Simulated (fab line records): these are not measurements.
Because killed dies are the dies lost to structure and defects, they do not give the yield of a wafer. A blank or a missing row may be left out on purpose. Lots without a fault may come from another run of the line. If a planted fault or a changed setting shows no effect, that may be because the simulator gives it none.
Split-lot trial | flow n5_finfet | 7 lots, 21 wafers read, on a route of 1938 steps

## SPLIT DETAILS
At N5_BEOL_M5_COAT_66 (time 60 s, resist thk 12 nm), the setting spin_rpm was moved away from the recipe's 1500 rpm on 4 of the 21 wafers read, by -6.9% to +4.7%. The other wafers ran this setting at the recipe's value.

## FROM THE SPLIT TO THE READING: what the file shows between them, 8 steps
- N5_BEOL_M5_COAT_22: resist thk 30 nm (also split here: spin_rpm)
- N5_BEOL_M5_EBR_24
- N5_BEOL_M5_SOFTBAKE_23: time 60 s
- N5_BEOL_M5_EXPOSE_25: exposes mask V4, defocus 10 nm
- N5_BEOL_M5_PEB_26: peb time 60 s
- N5_BEOL_M5_DEVELOP_27: develop time 30 s
- N5_BEOL_M5_DESCUM_33: chemistry O2, time 7 s
- N5_BEOL_M5_ETCH_75: etches underlayer in N2/H2, target depth 6.5 nm, time 5.2 s

## THE READING
etch.depth_nm (the simulator's own value, which no gauge read), in nm, at N5_BEOL_M5_ETCH_67 (etches SiARC in CF4, target depth 15.6 nm, time 26 s). No usual value for it is given in the file. Across the 17 wafers here that went through the recipe, the average is 12.00 nm and the standard deviation 0.03 nm.

wafer  | tool, chamber at the split | spin_rpm as run, rpm | against the recipe | etch.depth_nm, nm | against lot-mates on the recipe
L074.1 | litho_track-02, 0          | 1500                 | recipe             | 11.95             | -
L074.4 | litho_track-02, 0          | 1500                 | recipe             | 11.98             | -
L074.5 | litho_track-02, 0          | 1500                 | recipe             | 11.99             | -
L080.2 | litho_track-03, 0          | 1397                 | -6.9%              | 12.45             | +0.43
L080.4 | litho_track-03, 0          | 1500                 | recipe             | 12.03             | -
L080.5 | litho_track-03, 0          | 1500                 | recipe             | 12.01             | -
L081.2 | litho_track-01, 0          | 1500                 | recipe             | 11.99             | -
L081.5 | litho_track-01, 0          | 1571                 | +4.7%              | 11.67             | -0.30
L081.6 | litho_track-01, 0          | 1500                 | recipe             | 11.95             | -
L085.3 | litho_track-03, 0          | 1500                 | recipe             | 11.99             | -
L085.4 | litho_track-03, 0          | 1500                 | recipe             | 11.97             | -
L085.6 | litho_track-03, 0          | 1500                 | recipe             | 11.99             | -
L087.1 | litho_track-02, 0          | 1500                 | recipe             | 12.03             | -
L087.2 | litho_track-02, 0          | 1500                 | recipe             | 12.06             | -
L087.4 | litho_track-02, 0          | 1500                 | recipe             | 12.04             | -
L091.1 | litho_track-02, 0          | 1500                 | recipe             | 12.03             | -
L091.2 | litho_track-02, 0          | 1560                 | +4.0%              | 11.78             | -0.25
L091.6 | litho_track-02, 0          | 1560                 | +4.0%              | 11.78             | -0.25
L095.2 | litho_track-03, 0          | 1500                 | recipe             | 12.02             | -
L095.3 | litho_track-03, 0          | 1500                 | recipe             | 12.01             | -
L095.6 | litho_track-03, 0          | 1500                 | recipe             | 11.99             | -

THE FIT
A straight line over all 21 wafers: etch.depth_nm changes by -0.0634 nm for each +1% of spin_rpm; r = -0.98; the points scatter about the line by 0.031 nm.
The same after taking each lot's own level away (the mean of its wafers on the recipe; 21 wafers): -0.0627 nm for each +1%; r = -1.00; scatter 0.013 nm.
That fit puts the effect of the largest move of spin_rpm on the reading at 0.43 nm.
Measured against the standard deviation above, the lots' own levels, which go from 11.970 to 12.043 nm, span 2.4 times it.
The two slopes are in agreement: the lot-to-lot level therefore moves the slope only a little.
Check: with one of the wafers moved furthest among these (-6.9%) left out of the fit, the line predicts +0.432 nm for it against its lot-mates. Against them it came out at +0.43 nm.

## FURTHER SPLITS ON THESE WAFERS
Note: prior to the reading, these wafers also went through further splits. Each is held against what the fit with the lots' levels taken away leaves over:
other split on the same wafers | wafers away from the commonest value | r with etch.depth_nm (lot level and that fit taken away)
N5_BEOL_M4_DESCUM_16 time_s    | 7                                    | -0.08
N5_BEOL_M4_EXPOSE_25 dose_mj   | 7                                    | +0.26
N5_BEOL_M4_ETCH_70 bias_w      | 5                                    | +0.04
N5_BEOL_M5_COAT_22 spin_rpm    | 7                                    | +0.06

## THE WHOLE CHAIN: every reading that the file lists as answering this split, in the file's order
step               | what it does                                         | reading                                                                          | change (the file's fit)                | r (the file's)
N5_BEOL_M5_COAT_66 | time 60 s, resist thk 12 nm                          | SiARC_of_BEOL_M5_COAT_66.thk_nm (the simulator's own value, which no gauge read) | -0.0636 nm for each +1% of the setting | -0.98
N5_BEOL_M5_ETCH_67 | etches SiARC in CF4, target depth 15.6 nm, time 26 s | etch.depth_nm (the simulator's own value, which no gauge read)                   | -0.0627 nm for each +1% of the setting | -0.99

## FILE'S OWN FIT
etch.depth_nm changes by -0.0627 nm for each +1% of spin_rpm, r = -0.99.
